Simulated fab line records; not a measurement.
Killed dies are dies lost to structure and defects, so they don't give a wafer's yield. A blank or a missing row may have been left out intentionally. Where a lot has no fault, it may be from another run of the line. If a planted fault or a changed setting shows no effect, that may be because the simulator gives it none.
Which tool was responsible? + flow n5-finfet + 24 lots with 72 wafers sampled at 6 steps, on a route of 1938 steps

WHAT THE GAUGES SHOWED, per wafer
N5_MOL_CONTACT_COAG_CD_MEAS_84 targets a cd of 25.1 nm.
| lot  | measured     | on        | cd-nm (nm)        |
|------|--------------|-----------|-------------------|
| L074 | day 5 07:10  | cd-sem-02 | 25.24 24.97 25.51 |
| L075 | day 5 12:25  | cd-sem-02 | 25.01 25.26 25.27 |
| L076 | day 5 23:26  | cd-sem-01 | 25.38 25.03 25.38 |
| L077 | day 6 04:14  | cd-sem-03 | 25.35 25.11 25.12 |
| L079 | day 6 11:43  | cd-sem-03 | 24.84 25.24 25.10 |
| L078 | day 6 11:32  | cd-sem-01 | 25.00 24.93 24.91 |
| L080 | day 7 03:22  | cd-sem-01 | 25.08 25.17 24.87 |
| L081 | day 7 03:25  | cd-sem-03 | 25.16 25.42 24.99 |
| L082 | day 7 08:50  | cd-sem-01 | 25.25 25.13 25.17 |
| L084 | day 7 15:14  | cd-sem-01 | 25.45 25.13 25.36 |
| L083 | day 7 16:50  | cd-sem-01 | 25.21 24.99 25.11 |
| L085 | day 8 00:22  | cd-sem-03 | 25.09 25.12 25.06 |
| L086 | day 8 07:29  | cd-sem-02 | 25.28 25.29 25.29 |
| L087 | day 8 08:34  | cd-sem-02 | 25.19 25.17 25.32 |
| L088 | day 8 18:41  | cd-sem-03 | 25.25 25.29 25.29 |
| L089 | day 8 22:07  | cd-sem-03 | 25.02 25.65 25.16 |
| L090 | day 9 01:29  | cd-sem-03 | 25.23 25.51 25.33 |
| L091 | day 9 05:51  | cd-sem-02 | 24.82 25.02 24.82 |
| L092 | day 9 14:32  | cd-sem-02 | 25.45 24.87 25.08 |
| L093 | day 9 20:25  | cd-sem-02 | 25.47 24.99 25.50 |
| L094 | day 10 06:41 | cd-sem-02 | 24.96 24.55 24.97 |
| L095 | day 11 03:05 | cd-sem-03 | 25.51 25.68 25.05 |
| L096 | day 11 07:50 | cd-sem-01 | 25.34 25.28 25.16 |
| L097 | day 11 21:18 | cd-sem-03 | 25.38 25.19 24.68 |

N5_MOL_CONTACT_COAG_OVL_MEAS_85.
| lot  | measured     | on         | VG_OVL (nm)    |
|------|--------------|------------|----------------|
| L074 | day 5 07:12  | overlay-01 | -0.7 -0.4 -0.1 |
| L075 | day 5 12:26  | overlay-01 | 0.4 -0.4 0.3   |
| L076 | day 5 23:28  | overlay-02 | -0.7 1.0 0.3   |
| L077 | day 6 04:16  | overlay-02 | 0.4 -0.1 0.3   |
| L079 | day 6 11:45  | overlay-01 | 0.5 -0.5 0.3   |
| L078 | day 6 11:34  | overlay-02 | 0.8 0.0 0.7    |
| L080 | day 7 03:25  | overlay-01 | 0.5 0.1 -0.7   |
| L081 | day 7 03:27  | overlay-01 | -0.2 -1.0 -0.2 |
| L082 | day 7 08:52  | overlay-02 | -0.3 -0.1 0.1  |
| L084 | day 7 15:16  | overlay-02 | 0.8 0.0 -0.2   |
| L083 | day 7 16:52  | overlay-02 | -0.7 -1.0 -0.1 |
| L085 | day 8 00:23  | overlay-02 | -0.5 -1.2 0.3  |
| L086 | day 8 07:32  | overlay-02 | 0.3 0.4 0.3    |
| L087 | day 8 08:36  | overlay-02 | 0.7 -0.3 -0.5  |
| L088 | day 8 18:44  | overlay-02 | -0.4 -1.0 0.3  |
| L089 | day 8 22:09  | overlay-02 | 0.1 -0.8 0.4   |
| L090 | day 9 01:31  | overlay-01 | -0.5 0.6 0.4   |
| L091 | day 9 05:53  | overlay-02 | -1.6 -1.2 -0.8 |
| L092 | day 9 14:35  | overlay-02 | -0.7 -0.8 -1.2 |
| L093 | day 9 20:26  | overlay-01 | -0.3 0.5 0.5   |
| L094 | day 10 06:43 | overlay-02 | -0.7 0.0 -1.1  |
| L095 | day 11 03:07 | overlay-01 | 1.1 -0.3 0.7   |
| L096 | day 11 07:52 | overlay-02 | 1.0 0.4 -0.7   |
| L097 | day 11 21:20 | overlay-02 | -0.6 -0.9 0.0  |

N5_MOL_CONTACT_COAG_CD_MEAS_137 targets a cd of 16 nm.
| lot  | measured     | on        | cd-nm (nm)     |
|------|--------------|-----------|----------------|
| L074 | day 5 08:57  | cd-sem-01 | 16.0 15.5 16.1 |
| L075 | day 5 13:20  | cd-sem-02 | 16.7 16.1 15.5 |
| L076 | day 6 00:33  | cd-sem-01 | 15.7 16.4 15.9 |
| L077 | day 6 05:10  | cd-sem-02 | 15.4 16.6 15.4 |
| L079 | day 6 13:25  | cd-sem-01 | 16.2 16.4 15.6 |
| L078 | day 6 13:04  | cd-sem-03 | 16.5 16.0 16.1 |
| L080 | day 7 04:17  | cd-sem-01 | 15.8 16.1 16.1 |
| L081 | day 7 04:37  | cd-sem-03 | 15.9 16.0 16.1 |
| L082 | day 7 09:53  | cd-sem-01 | 15.8 15.9 16.1 |
| L084 | day 7 16:29  | cd-sem-01 | 16.5 16.8 15.7 |
| L083 | day 7 17:46  | cd-sem-02 | 15.8 16.4 15.8 |
| L085 | day 8 01:17  | cd-sem-03 | 16.0 16.4 15.6 |
| L086 | day 8 08:28  | cd-sem-01 | 17.0 15.7 16.5 |
| L087 | day 8 09:30  | cd-sem-03 | 16.5 16.3 16.3 |
| L088 | day 8 19:40  | cd-sem-02 | 16.5 16.5 16.0 |
| L089 | day 8 23:24  | cd-sem-01 | 16.2 15.8 16.1 |
| L090 | day 9 02:29  | cd-sem-01 | 16.1 15.4 16.2 |
| L091 | day 9 06:56  | cd-sem-02 | 16.4 15.9 16.3 |
| L092 | day 9 15:55  | cd-sem-03 | 15.8 16.0 15.8 |
| L093 | day 9 21:23  | cd-sem-01 | 15.8 15.8 16.4 |
| L094 | day 10 07:42 | cd-sem-01 | 15.9 16.1 16.0 |
| L095 | day 11 05:33 | cd-sem-03 | 16.8 16.3 17.0 |
| L096 | day 11 09:15 | cd-sem-01 | 16.0 16.3 15.9 |
| L097 | day 11 22:32 | cd-sem-03 | 15.8 16.3 16.3 |

WHICH TOOL RAN EACH LOT (tool, then ch and the chambers of the sampled wafers, then the start)
| lot  | N5_MOL_CONTACT_COAG_ETCH_15        | N5_MOL_CONTACT_COAG_ETCH_91        | N5_MOL_CONTACT_COAG_ETCHBACK_135   |
|------|------------------------------------|------------------------------------|------------------------------------|
| L074 | rie-diel-01 ch 1,2,3, day 4 20:52  | rie-diel-01 ch 0,1,2, day 5 08:29  | rie-diel-01 ch 0,1,2, day 5 08:35  |
| L075 | rie-diel-01 ch 0,1,3, day 5 03:54  | rie-diel-01 ch 0,1,3, day 5 12:53  | rie-diel-01 ch 0,1,3, day 5 12:58  |
| L076 | rie-diel-02 ch 1,2, day 5 15:23    | rie-diel-01 ch 0,3, day 6 00:03    | rie-diel-01 ch 0,3, day 6 00:08    |
| L077 | rie-diel-01 ch 2,3, day 5 17:41    | rie-diel-01 ch 0,2,3, day 6 04:43  | rie-diel-01 ch 0,2,3, day 6 04:48  |
| L079 | rie-diel-01 ch 1,2,3, day 6 00:56  | rie-diel-02 ch 0,1, day 6 12:58    | rie-diel-02 ch 0,1, day 6 13:03    |
| L078 | rie-diel-03 ch 0,1,3, day 6 02:18  | rie-diel-01 ch 0,1,2, day 6 12:37  | rie-diel-01 ch 0,1,2, day 6 12:43  |
| L080 | rie-diel-02 ch 0,3, day 6 14:03    | rie-diel-03 ch 0,3, day 7 03:50    | rie-diel-03 ch 0,3, day 7 03:55    |
| L081 | rie-diel-02 ch 0,1,2, day 6 14:56  | rie-diel-03 ch 0,1,3, day 7 04:09  | rie-diel-03 ch 0,1,3, day 7 04:14  |
| L082 | rie-diel-01 ch 1,2,3, day 6 20:35  | rie-diel-02 ch 0,1,3, day 7 09:25  | rie-diel-02 ch 0,1,3, day 7 09:31  |
| L084 | rie-diel-01 ch 1,2,3, day 7 06:58  | rie-diel-01 ch 1,2,3, day 7 16:02  | rie-diel-01 ch 1,2,3, day 7 16:07  |
| L083 | rie-diel-02 ch 0,1,3, day 7 08:21  | rie-diel-01 ch 1,2,3, day 7 17:18  | rie-diel-01 ch 1,2,3, day 7 17:23  |
| L085 | rie-diel-03 ch 1,2,3, day 7 13:38  | rie-diel-01 ch 1,2,3, day 8 00:50  | rie-diel-01 ch 1,2,3, day 8 00:55  |
| L086 | rie-diel-01 ch 2,3, day 7 23:34    | rie-diel-01 ch 1,2, day 8 08:01    | rie-diel-01 ch 1,2, day 8 08:06    |
| L087 | rie-diel-03 ch 1,2,3, day 8 01:23  | rie-diel-03 ch 1,2,3, day 8 09:02  | rie-diel-03 ch 1,2,3, day 8 09:08  |
| L088 | rie-diel-02 ch 0,2,3, day 8 07:11  | rie-diel-01 ch 0,2, day 8 19:13    | rie-diel-01 ch 0,2, day 8 19:18    |
| L089 | rie-diel-03 ch 0,1,2, day 8 12:38  | rie-diel-02 ch 0,1,2, day 8 22:57  | rie-diel-02 ch 0,1,2, day 8 23:02  |
| L090 | rie-diel-03 ch 0,2,3, day 8 17:34  | rie-diel-01 ch 0,3, day 9 01:59    | rie-diel-01 ch 0,3, day 9 02:05    |
| L091 | rie-diel-01 ch 0,2,3, day 8 19:46  | rie-diel-02 ch 0,1,2, day 9 06:27  | rie-diel-02 ch 0,1,2, day 9 06:32  |
| L092 | rie-diel-02 ch 0,2, day 9 05:26    | rie-diel-02 ch 2,3, day 9 15:28    | rie-diel-02 ch 2,3, day 9 15:33    |
| L093 | rie-diel-02 ch 0,1,2, day 9 09:28  | rie-diel-03 ch 0,1,3, day 9 20:53  | rie-diel-03 ch 0,1,3, day 9 20:58  |
| L094 | rie-diel-03 ch 0,1,3, day 9 22:00  | rie-diel-03 ch 2,3, day 10 07:14   | rie-diel-03 ch 2,3, day 10 07:19   |
| L095 | rie-diel-01 ch 0,2,3, day 10 13:55 | rie-diel-02 ch 0,2,3, day 11 05:05 | rie-diel-02 ch 0,2,3, day 11 05:11 |
| L096 | rie-diel-03 ch 0,2, day 10 21:46   | rie-diel-02 ch 0,3, day 11 08:47   | rie-diel-02 ch 0,3, day 11 08:52   |
| L097 | rie-diel-02 ch 0,2,3, day 11 09:54 | rie-diel-01 ch 1,2, day 11 22:05   | rie-diel-01 ch 1,2, day 11 22:10   |
- N5_MOL_CONTACT_COAG_ETCH_15: etches SiNx in CH3F/O2, stops on Si:P, target depth 7 nm.
- N5_MOL_CONTACT_COAG_ETCH_91: etches SOC in N2/H2, target depth 60 nm, overetch 21 nm, time 101.2 s.
- N5_MOL_CONTACT_COAG_ETCHBACK_135: etches SiO2 in CHF3, target depth 25 nm, time 16.7 s.

AS READ BY THE TOOLS THEMSELVES (means over the sampled wafers that have a number; for cases with no such wafer, the mark the record gives instead)
N5_MOL_CONTACT_COAG_ETCH_15.
| lot  | tool        | drypump-motor-current-A (A) | oes_ar_750_au (a.u.) | oes-product-au (a.u.) | rf-fwd-power-W (W) | rf-vpp-V (V) | showerhead-plenum-p-Torr (Torr) | throttle-valve-pct (%) |
|------|-------------|-----------------------------|----------------------|-----------------------|--------------------|--------------|---------------------------------|------------------------|
| L074 | rie-diel-01 | 5.49                        | 0.85                 | 0.61                  | 392.3              | 298          | 2.03                            | 16.22                  |
| L075 | rie-diel-01 | 5.33                        | 0.77                 | 0.56                  | 391.8              | 298          | 2.01                            | 16.22                  |
| L076 | rie-diel-02 | 5.21                        | 0.71                 | 0.51                  | 391.0              | 298          | 2.01                            | 16.47                  |
| L077 | rie-diel-01 | 5.59                        | 0.79                 | 0.57                  | 392.5              | 297          | 2.01                            | 16.16                  |
| L079 | rie-diel-01 | 5.48                        | 0.83                 | 0.60                  | 390.5              | 299          | 2.03                            | 16.24                  |
| L078 | rie-diel-03 | 5.68                        | 0.84                 | 0.61                  | 391.6              | 299          | 2.00                            | 16.39                  |
| L080 | rie-diel-02 | 5.39                        | 0.74                 | 0.55                  | 390.6              | 294          | 1.92                            | 16.59                  |
| L081 | rie-diel-02 | 5.40                        | 0.70                 | 0.51                  | 392.8              | 296          | 1.98                            | 16.47                  |
| L082 | rie-diel-01 | 5.50                        | 0.82                 | 0.60                  | 391.7              | 297          | 2.02                            | 16.26                  |
| L084 | rie-diel-01 | 5.49                        | 0.82                 | 0.59                  | 391.4              | 297          | 2.02                            | 16.27                  |
| L083 | rie-diel-02 | 5.25                        | 0.72                 | 0.52                  | 390.8              | 297          | 1.94                            | 16.53                  |
| L085 | rie-diel-03 | 5.68                        | 0.81                 | 0.59                  | 393.0              | 299          | 1.90                            | 16.38                  |
| L086 | rie-diel-01 | 5.59                        | 0.77                 | 0.56                  | 393.1              | 296          | 2.00                            | 16.19                  |
| L087 | rie-diel-03 | 5.68                        | 0.80                 | 0.59                  | 393.1              | 299          | 1.90                            | 16.38                  |
| L088 | rie-diel-02 | 5.54                        | 0.80                 | 0.59                  | 392.1              | 293          | 1.97                            | 16.40                  |
| L089 | rie-diel-03 | 5.60                        | 0.77                 | 0.56                  | 391.0              | 300          | 1.94                            | 16.49                  |
| L090 | rie-diel-03 | 5.63                        | 0.80                 | 0.58                  | 390.7              | 296          | 1.96                            | 16.49                  |
| L091 | rie-diel-01 | 5.62                        | 0.85                 | 0.61                  | 392.2              | 294          | 1.99                            | 16.21                  |
| L092 | rie-diel-02 | 5.55                        | 0.78                 | 0.56                  | 392.9              | 294          | 1.95                            | 16.31                  |
| L093 | rie-diel-02 | 5.38                        | 0.87                 | 0.63                  | 392.0              | 296          | 1.98                            | 16.19                  |
| L094 | rie-diel-03 | 5.69                        | 0.80                 | 0.58                  | 393.3              | 298          | 1.99                            | 16.45                  |
| L095 | rie-diel-01 | 5.61                        | 0.82                 | 0.60                  | 393.1              | 295          | 1.99                            | 16.23                  |
| L096 | rie-diel-03 | 5.58                        | 0.75                 | 0.55                  | 391.5              | 298          | 2.00                            | 16.62                  |
| L097 | rie-diel-02 | 5.55                        | 0.77                 | 0.56                  | 392.7              | 292          | 1.96                            | 16.44                  |

N5_MOL_CONTACT_COAG_ETCH_91.
| lot  | tool        | drypump-motor-current-A (A) | oes-product-au (a.u.) | rf-fwd-power-W (W) | rf-vpp-V (V) | showerhead-plenum-p-Torr (Torr) | throttle-valve-pct (%) |
|------|-------------|-----------------------------|-----------------------|--------------------|--------------|---------------------------------|------------------------|
| L074 | rie-diel-01 | 5.52                        | 0.67                  | 837                | 525.2        | 2.56                            | 17.86                  |
| L075 | rie-diel-01 | 5.34                        | 0.63                  | 833                | 524.4        | 2.55                            | 17.70                  |
| L076 | rie-diel-01 | 5.44                        | 0.60                  | 836                | 523.2        | 2.54                            | 17.62                  |
| L077 | rie-diel-01 | 5.58                        | 0.63                  | 835                | 524.1        | 2.55                            | 17.77                  |
| L079 | rie-diel-02 | 5.10                        | 0.59                  | 837                | 522.0        | 2.48                            | 17.81                  |
| L078 | rie-diel-01 | 5.51                        | 0.66                  | 832                | 524.3        | 2.55                            | 17.88                  |
| L080 | rie-diel-03 | 5.63                        | 0.70                  | 833                | 525.8        | 2.62                            | 17.96                  |
| L081 | rie-diel-03 | 5.66                        | 0.69                  | 835                | 524.0        | 2.53                            | 17.86                  |
| L082 | rie-diel-02 | 5.25                        | 0.60                  | 834                | 521.2        | 2.45                            | 17.96                  |
| L084 | rie-diel-01 | 5.50                        | 0.68                  | 833                | 524.7        | 2.57                            | 17.81                  |
| L083 | rie-diel-01 | 5.50                        | 0.68                  | 835                | 524.5        | 2.57                            | 17.81                  |
| L085 | rie-diel-01 | 5.50                        | 0.68                  | 834                | 524.5        | 2.57                            | 17.82                  |
| L086 | rie-diel-01 | 5.39                        | 0.70                  | 834                | 525.0        | 2.57                            | 17.92                  |
| L087 | rie-diel-03 | 5.70                        | 0.67                  | 835                | 519.8        | 2.40                            | 17.76                  |
| L088 | rie-diel-01 | 5.77                        | 0.73                  | 833                | 523.8        | 2.55                            | 17.86                  |
| L089 | rie-diel-02 | 5.39                        | 0.73                  | 837                | 523.0        | 2.50                            | 17.60                  |
| L090 | rie-diel-01 | 5.42                        | 0.74                  | 833                | 523.6        | 2.52                            | 17.53                  |
| L091 | rie-diel-02 | 5.39                        | 0.72                  | 836                | 524.1        | 2.50                            | 17.61                  |
| L092 | rie-diel-02 | 5.53                        | 0.67                  | 832                | 521.9        | 2.48                            | 18.01                  |
| L093 | rie-diel-03 | 5.69                        | 0.67                  | 834                | 522.9        | 2.52                            | 17.90                  |
| L094 | rie-diel-03 | 5.65                        | 0.65                  | 839                | 518.8        | 2.36                            | 17.78                  |
| L095 | rie-diel-02 | 5.55                        | 0.65                  | 833                | 521.6        | 2.47                            | 17.92                  |
| L096 | rie-diel-02 | 5.42                        | 0.60                  | 831                | 520.3        | 2.42                            | 18.15                  |
| L097 | rie-diel-01 | 5.69                        | 0.67                  | 835                | 524.4        | 2.56                            | 18.01                  |

N5_MOL_CONTACT_COAG_ETCHBACK_135.
| lot  | tool        | drypump-motor-current-A (A) | oes_ar_750_au (a.u.) | oes-product-au (a.u.) | rf-fwd-power-W (W) | rf-vpp-V (V) | showerhead-plenum-p-Torr (Torr) | throttle-valve-pct (%) |
|------|-------------|-----------------------------|----------------------|-----------------------|--------------------|--------------|---------------------------------|------------------------|
| L074 | rie-diel-01 | 5.50                        | 0.82                 | 0.81                  | 598                | 521          | 2.40                            | 18.74                  |
| L075 | rie-diel-01 | 5.34                        | 0.78                 | 0.77                  | 598                | 525          | 2.40                            | 18.62                  |
| L076 | rie-diel-01 | 5.43                        | 0.73                 | 0.73                  | 600                | 523          | 2.38                            | 18.52                  |
| L077 | rie-diel-01 | 5.59                        | 0.76                 | 0.76                  | 598                | 519          | 2.38                            | 18.66                  |
| L079 | rie-diel-02 | 5.11                        | 0.71                 | 0.70                  | 598                | 530          | 2.33                            | 18.80                  |
| L078 | rie-diel-01 | 5.50                        | 0.81                 | 0.80                  | 596                | 520          | 2.39                            | 18.75                  |
| L080 | rie-diel-03 | 5.64                        | 0.84                 | 0.84                  | 598                | 520          | 2.45                            | 18.91                  |
| L081 | rie-diel-03 | 5.68                        | 0.83                 | 0.84                  | 600                | 526          | 2.38                            | 18.82                  |
| L082 | rie-diel-02 | 5.24                        | 0.72                 | 0.71                  | 596                | 524          | 2.31                            | 18.92                  |
| L084 | rie-diel-01 | 5.49                        | 0.82                 | 0.82                  | 599                | 524          | 2.40                            | 18.66                  |
| L083 | rie-diel-01 | 5.48                        | 0.82                 | 0.81                  | 597                | 524          | 2.40                            | 18.66                  |
| L085 | rie-diel-01 | 5.49                        | 0.81                 | 0.81                  | 595                | 523          | 2.40                            | 18.66                  |
| L086 | rie-diel-01 | 5.38                        | 0.85                 | 0.85                  | 594                | 525          | 2.41                            | 18.77                  |
| L087 | rie-diel-03 | 5.69                        | 0.80                 | 0.80                  | 601                | 527          | 2.27                            | 18.81                  |
| L088 | rie-diel-01 | 5.77                        | 0.88                 | 0.89                  | 597                | 514          | 2.37                            | 18.72                  |
| L089 | rie-diel-02 | 5.38                        | 0.88                 | 0.87                  | 601                | 521          | 2.35                            | 18.56                  |
| L090 | rie-diel-01 | 5.45                        | 0.90                 | 0.89                  | 599                | 520          | 2.36                            | 18.45                  |
| L091 | rie-diel-02 | 5.41                        | 0.87                 | 0.87                  | 599                | 521          | 2.35                            | 18.57                  |
| L092 | rie-diel-02 | 5.52                        | 0.79                 | 0.80                  | 597                | 515          | 2.35                            | 18.93                  |
| L093 | rie-diel-03 | 5.68                        | 0.80                 | 0.80                  | 598                | 526          | 2.37                            | 18.84                  |
| L094 | rie-diel-03 | 5.64                        | 0.77                 | 0.78                  | 599                | 524          | 2.23                            | 18.92                  |
| L095 | rie-diel-02 | 5.54                        | 0.77                 | 0.77                  | 600                | 515          | 2.33                            | 18.83                  |
| L096 | rie-diel-02 | 5.42                        | 0.71                 | 0.71                  | 597                | 518          | 2.28                            | 19.06                  |
| L097 | rie-diel-01 | 5.65                        | 0.81                 | 0.81                  | 594                | 518          | 2.39                            | 18.84                  |

THE ANSWER, worked out from the rows above alone
Rule: the usual values come from the lots themselves. Put in order of their means at a reading, lots are off if they are a third of the lots or fewer, leave a main group of 4 or more, and stand apart from it by a gap of 3 or more times the standard deviation of the main group's means; of several such gaps the widest counts. Not used: any main group whose means are identical at the precision the tables above print for the reading. A lot without any number at a reading at which 4 lots or more have one is off too. All remaining lots with rows at the step are treated as sound. Order of review: gauges by route order, followed by the tools' own readings, for which a lot's mean as printed above is used. The first step at which some lot is off is used, and at that step the reading that is off furthest; a lot without a number counts as furthest.
No lot is off at any reading shown: from this, nothing can be told.

WHAT THE SIMULATOR HAD PUT IN
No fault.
